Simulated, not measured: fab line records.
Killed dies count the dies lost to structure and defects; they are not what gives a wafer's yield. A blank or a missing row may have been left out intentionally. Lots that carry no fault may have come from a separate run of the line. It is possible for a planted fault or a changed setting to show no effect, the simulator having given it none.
A lot that was struck, set against a sound lot ; flow nand_harc ; 40 steps out of a route of 1302
Sound: these wafers, L289.1, L289.4, L289.5. Struck: wafer L297.1. (L297.2, L297.4 of the same lot were not struck and are left out.) The cause comes at the end.
Order at every step that has rows: each side's tool, ch and its chambers, its first start. Under that, the readings that differ: sound wafers ; struck wafers ; difference of the means ; sigmas: that difference in standard deviations of wafers without a fault.
alike: a reading whose means differ by less than 2 such deviations, as well as words and numbers matching on both sides. not compared: withheld readings; readings where some wafer has no value; bounds like >300 that might hide an equal value; numbers whose values overlap and for which the record gives no deviation.
Wherever a step has rows on one side only, a row that says differs or no value, or a row with sigmas, the two part there. Numbers that have no deviation but don't overlap get no sigmas and don't part them. A reading missing from all wafers of one side parts the sides only when that side holds two or more wafers.

first, 4 steps without rows for these wafers: NHARC_A_BLC_DESCUM_15 (chemistry O2, time 3 s); NHARC_A_BLC_ETCH_16 (etches the open film in CF4, target depth 39 nm, time 65 s); NHARC_A_BLC_ETCH_17 (etches the open film in N2/H2, target depth 390 nm, time 609.38 s); NHARC_A_BLC_ETCH_18 (etches the open film in C4F8/O2/Ar, target depth 910 nm).
NHARC_A_BLC_CD_MEAS_19:
  sound: cd_sem-01 at day 22 22:23; struck: cd_sem-01 at day 26 08:32
  alike: cd_nm
then, 6 steps without rows for these wafers: NHARC_A_BLC_STRIP_29 (strips in CF4); NHARC_A_BLC_STRIP_21 (strips in O2); NHARC_A_BLC_STRIP_22 (strips in post etch residue remover, time 600 s); NHARC_A_BLC_DEGAS_30 (time 60 s); NHARC_A_BLC_PRE_CLEAN_31 (time 15 s); NHARC_A_BLC_PVD_32 (deposits Ti, target thk 5 nm, time 17.7 s).
NHARC_A_BLC_ALD_23: deposits TiN, target thk 3 nm, pulse time 1 s, ald cycles 150.
  sound on ald_metal-02 ch 0,2, day 22 23:14; struck on ald_metal-02 ch 1, day 26 09:25
  alike: heater_power_w, precursor_pulse_height_rel
  not compared: since_wet_clean_h
NHARC_A_BLC_CVD_24: deposits W, target thk 150 nm, time 434 s.
  sound on cvd_w-02 ch 0, day 22 23:30; struck on cvd_w-01 ch 0, day 26 09:38
reading;sound;struck;difference;sigmas
throttle_valve_pct (%);7.5 7.6 7.4;8.3;+0.8;+2
  alike: heater_power_w
  not compared: since_wet_clean_h
then, 12 steps without rows for these wafers: NHARC_A_BLC_CMP_25 (polishes, t overpolish 30 s, target thk 150 nm); NHARC_A_BLC_SRD_27; NHARC_A_M0_DEP_00 (deposits SiOC, target thk 150 nm); NHARC_A_M0_DEHYDRATE_01 (time 120 s); NHARC_A_M0_HMDS_02 (time 30 s); NHARC_A_M0_COAT_33 (time 65 s); NHARC_A_M0_COAT_03 (resist thk 90 nm); NHARC_A_M0_SOFTBAKE_04 (time 55 s); NHARC_A_M0_EBR_05; NHARC_A_M0_EXPOSE_06 (exposes mask A M0, target cd 80 nm); NHARC_A_M0_PEB_07 (peb time 65 s); NHARC_A_M0_DEVELOP_08 (develop time 35 s).
NHARC_A_M0_CD_MEAS_09: the cd target is 80 nm.
  sound on cd_sem-02 ch 0, day 23 01:15; struck on cd_sem-01 ch 0, day 26 11:23
  alike: cd_nm
NHARC_A_M0_OVL_MEAS_10: pitch 160 nm.
  sound: overlay-01 at day 23 01:20; struck: overlay-01 at day 26 11:29
  alike: overlay_x_nm, overlay_y_nm
then, 1 step without rows for these wafers: NHARC_A_M0_DESCUM_14 (chemistry O2, time 3 s).
NHARC_A_M0_ETCH_34: etches the open film in N2/H2, target depth 40 nm, overetch 12 nm, time 43.94 s.
  sound on rie_diel-08 ch 0,1, day 23 01:31; struck on rie_diel-13 ch 1, day 26 11:40
  alike: drypump_motor_current_A, oes_product_au, rf_vpp_V, showerhead_plenum_p_Torr, throttle_valve_pct
  not compared: rf_hours_counter_h
then, 1 step without rows for these wafers: NHARC_A_M0_ETCH_15 (etches the open film in C4F8/Ar, target depth 150 nm, overetch 15 nm, time 82.5 s).
NHARC_A_M0_CD_MEAS_16:
  sound: cd_sem-02 at day 23 01:44; struck: cd_sem-03 at day 26 11:53
  alike: cd_nm
NHARC_A_M0_STRIP_18: strips in N2/H2.
  sound on rie_diel-01 ch 0,2,3, day 23 01:50; struck on rie_diel-08 ch 2, day 26 11:57
  alike: drypump_motor_current_A, oes_product_au, rf_vpp_V, showerhead_plenum_p_Torr, throttle_valve_pct
  not compared: rf_hours_counter_h
then, 3 steps without rows for these wafers: NHARC_A_M0_STRIP_19 (strips in post etch residue remover, time 600 s); NHARC_A_M0_DEGAS_28 (time 60 s); NHARC_A_M0_PRE_CLEAN_29 (time 30 s).
NHARC_A_M0_PVD_20: deposits TaN, target thk 5 nm, time 8.06 s.
  sound on pvd_sputter-01; struck on pvd_sputter-01
  alike: throttle_valve_pct
then, 2 steps without rows for these wafers: NHARC_A_M0_PVD_21 (deposits Cu, target thk 30 nm, time 20.49 s); NHARC_A_M0_ECD_22 (material Cu, target thk 400 nm).
NHARC_A_M0_ANNEAL_30: time 90 s.
  sound on rtp_anneal-01 ch 0, day 23 03:05; struck on rtp_anneal-02 ch 0, day 26 13:16
  alike: anneal_temp_c_max, wafer_temp_C_max
NHARC_END_SORT_01:
  the record has rows for the struck wafers here (prober-01 ch 0, day 28 04:22) and none for the sound ones

== WHERE THEY PART ==
First at NHARC_A_BLC_CVD_24; last, within this record, at NHARC_END_SORT_01.

WHY: whatever the simulator had introduced
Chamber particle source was cvd_w-01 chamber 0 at NHARC_A_BLC_CVD_24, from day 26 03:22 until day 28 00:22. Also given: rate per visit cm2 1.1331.
